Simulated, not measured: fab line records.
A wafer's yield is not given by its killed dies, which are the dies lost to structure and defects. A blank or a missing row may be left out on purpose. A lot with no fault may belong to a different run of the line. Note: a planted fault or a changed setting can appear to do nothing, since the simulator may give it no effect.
2 desks looking at one fault || flow n5Finfet || only its own numbers are on each desk; what lay behind them is given at the end

## AT THE TOOL OWNER'S DESK: cvdCo-02
The tool's own readings at N5_BEOL_M5_CO_CAP_78 (material Co, precursor CCTBA/H2, target thk 2 nm, time 102.1 s): means of the sampled wafers that have a number, for each lot that ran on this tool. A lot is out of limits, marked OUT, if its mean lies more than 4 standard deviations from the usual mean; the brackets give that distance.
Columns: A = heaterPowerW at N5_BEOL_M5_CO_CAP_78, usual 227 W; B = runLengthS at N5_BEOL_M5_CO_CAP_78, usual 125.0 s
{"lot": "L403", "first seen here": "day 9 09:26", "A": 229, "B": 125.2}
{"lot": "L402", "first seen here": "day 9 10:41", "A": 239, "B": 125.0}
{"lot": "L408", "first seen here": "day 11 07:54", "A": 232, "B": 124.7}
{"lot": "L410", "first seen here": "day 11 08:41", "A": 236, "B": 125.1}
{"lot": "L413", "first seen here": "day 11 15:44", "A": 231, "B": "166.4 (+85) OUT"}
{"lot": "L425", "first seen here": "day 16 09:36", "A": 230, "B": 125.0}
This desk's finding: out of limits on L413; first on L413, day 11 15:44 (runLengthS at N5_BEOL_M5_CO_CAP_78). Within limits: L403, L402, L408, L410, L425.

## AT THE METROLOGY DESK
What the gauges read, lot by lot, whatever tool the lot ran on: means of the sampled wafers that have a number. A lot is out of limits, marked OUT, if its mean lies more than 4 standard deviations from the usual mean; the brackets give that distance.
Columns: A = M6_ILD_THK at N5_BEOL_M6_THK_MEAS_01, usual 155.2 nm
{"lot": "L403", "first seen here": "day 9 10:16", "A": 156.9}
{"lot": "L402", "first seen here": "day 9 11:28", "A": 158.3}
{"lot": "L404", "first seen here": "day 9 18:26", "A": 155.2}
{"lot": "L407", "first seen here": "day 10 03:05", "A": 154.7}
{"lot": "L406", "first seen here": "day 10 15:15", "A": 155.0}
{"lot": "L409", "first seen here": "day 10 21:31", "A": 155.5}
{"lot": "L408", "first seen here": "day 11 08:49", "A": 156.2}
{"lot": "L410", "first seen here": "day 11 09:31", "A": 151.5}
{"lot": "L413", "first seen here": "day 11 17:02", "A": 156.9}
{"lot": "L423", "first seen here": "day 14 04:47", "A": 151.8}
{"lot": "L424", "first seen here": "day 15 10:22", "A": 153.8}
{"lot": "L425", "first seen here": "day 16 10:25", "A": 157.1}
Result from this desk: across the 12 lots, nothing is out of limits.

## BROUGHT TOGETHER
The tool owner's desk could have raised an alarm at day 11 15:44, on L413.
At the metrology desk, nothing out of limits was observed.
The metrology desk holds a record of L413, inside its limits.
Every lot named ran N5_BEOL_M5_CO_CAP_78 on cvdCo-02.

## WHAT THE SIMULATOR PUT IN
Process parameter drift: cvdCo-02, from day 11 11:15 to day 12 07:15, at N5_BEOL_M5_CO_CAP_78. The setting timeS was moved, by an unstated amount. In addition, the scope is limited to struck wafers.
Lots struck among those shown: L413.
Time in hours from fault onset to the first out-of-limits reading at each desk: the tool owner's desk, 4.
